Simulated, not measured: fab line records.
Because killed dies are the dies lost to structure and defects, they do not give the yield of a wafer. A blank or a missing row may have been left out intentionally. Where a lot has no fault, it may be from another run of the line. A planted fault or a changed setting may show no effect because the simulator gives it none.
Problem report, 8D (eight disciplines) form, completed by code	flow n5-finfet	the parts of the form that need people (team, actions taken, sign-off) are left out

== 1. PROBLEM STATEMENT ==
At N5_BEOL_M3_OCD_MEAS_38, trench-depth-nm averages 80.8 nm over 6 wafers from 3 lots, while fault-free wafers read 55.0 nm, standard deviation 0.97. That is +27 standard deviations from the usual mean.
First seen on wafer L962.2, day 10 07:29, on ocd-02. Wafers with a number at this step in the record: 25, from 9 lots. The rule behind "out" and "out of limits": a value lying over 4 standard deviations away from the usual mean. The other wafers with a number count as sound.

== 2. WHAT IT IS, AND WHAT IT ISN'T ==
question	is	is not
which readings at this step	trench-depth-nm	-
which lots	L962, L964, L965	L951, L954, L967, L969, L970, L972
which wafers of those lots	L962.2, L962.3, L964.2, L964.3, L965.2, L965.3	L965.1
read on which gauges	ocd-01, ocd-02	-
when	from day 10 07:29	up to then (6 sound wafers); but 13 sound wafers of L965, L967, L969, L970, L972 came after

== 3. SUSPECTS, AND WHAT RULES EACH OUT ==
Counting: any tool at a process step up to the reading remains a suspect provided it ran every lot that is out. Sound lots after the first of them don't rule it out here, since some wafers of a struck lot are sound.
- the gauge at N5_BEOL_M3_OCD_MEAS_38 is ruled out. Those wafers that are out were read across 2 gauges (ocd-01, ocd-02).
- rie-diel-01 at N5_BEOL_M3_ETCH_70 (etches SOC in N2/H2, target depth 80 nm, overetch 16 nm, time 120 s): kept. Ran every lot that is out, first one L962 (day 10 07:07); last sound lot up to then L954 (day 8 18:08).
- rie-diel-01 at N5_BEOL_M3_TRENCH_ETCH_37 (etches SiOC in C4F6/O2, target depth 55.555 nm, time 29.2 s): kept. Ran every lot that is out, first one L962 (day 10 07:19); last sound lot up to then L954 (day 8 18:20).
Remaining after the count are rie-diel-01 at N5_BEOL_M3_ETCH_70 and rie-diel-01 at N5_BEOL_M3_TRENCH_ETCH_37.

== 4. THE CAUSE (what the simulator had put in) ==
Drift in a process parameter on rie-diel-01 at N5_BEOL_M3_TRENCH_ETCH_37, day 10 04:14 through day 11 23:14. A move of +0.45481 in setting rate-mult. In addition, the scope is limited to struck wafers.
After counting, 2 suspects remain, this tool included.

== 5. SEQUENCE OF EFFECTS, ordered by route ==
Rows list readings where the struck wafers' mean (over those with a number) sits beyond 3 standard deviations from the usual. Scope: only readings with a usual standard deviation given in the record; hours: median across lots of the time from each lot's start at the first step in this table that gives one to its start at this step; sigmas: change in usual standard deviations.
hours	step	reading	usual	on struck wafers	change	sigmas
0	N5_BEOL_M3_TRENCH_ETCH_37	oes-product-au	0.73 a.u.	0.97	+0.24	+4.4
0	N5_BEOL_M3_OCD_MEAS_38	trench-depth-nm	55.0 nm	80.8	+25.8	+27
Here are the process steps it includes:
- N5_BEOL_M3_TRENCH_ETCH_37: etches SiOC in C4F6/O2, target depth 55.555 nm, time 29.2 s.
At these later measuring or inspecting steps, every struck wafer for which the step has a row has a number for every such reading, and none has moved that far: N5_BEOL_M4_RC_MEAS_101.

== 6. WHAT WOULD HAVE CAUGHT IT SOONER ==
Counted from the fault's start at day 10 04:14, it took 3 hours until the first out-of-limits reading at a measuring or inspecting step in this record, taken at day 10 07:29.
The tool's own readings at N5_BEOL_M3_TRENCH_ETCH_37 were out on some of the struck wafers (oes-product-au): an alarm limit on them would have fired on those.
Of the lots that are out (3), L964, L965 began N5_BEOL_M3_TRENCH_ETCH_37 on rie-diel-01 after day 10 07:29. A hold on the tool at that time would have spared those 2.
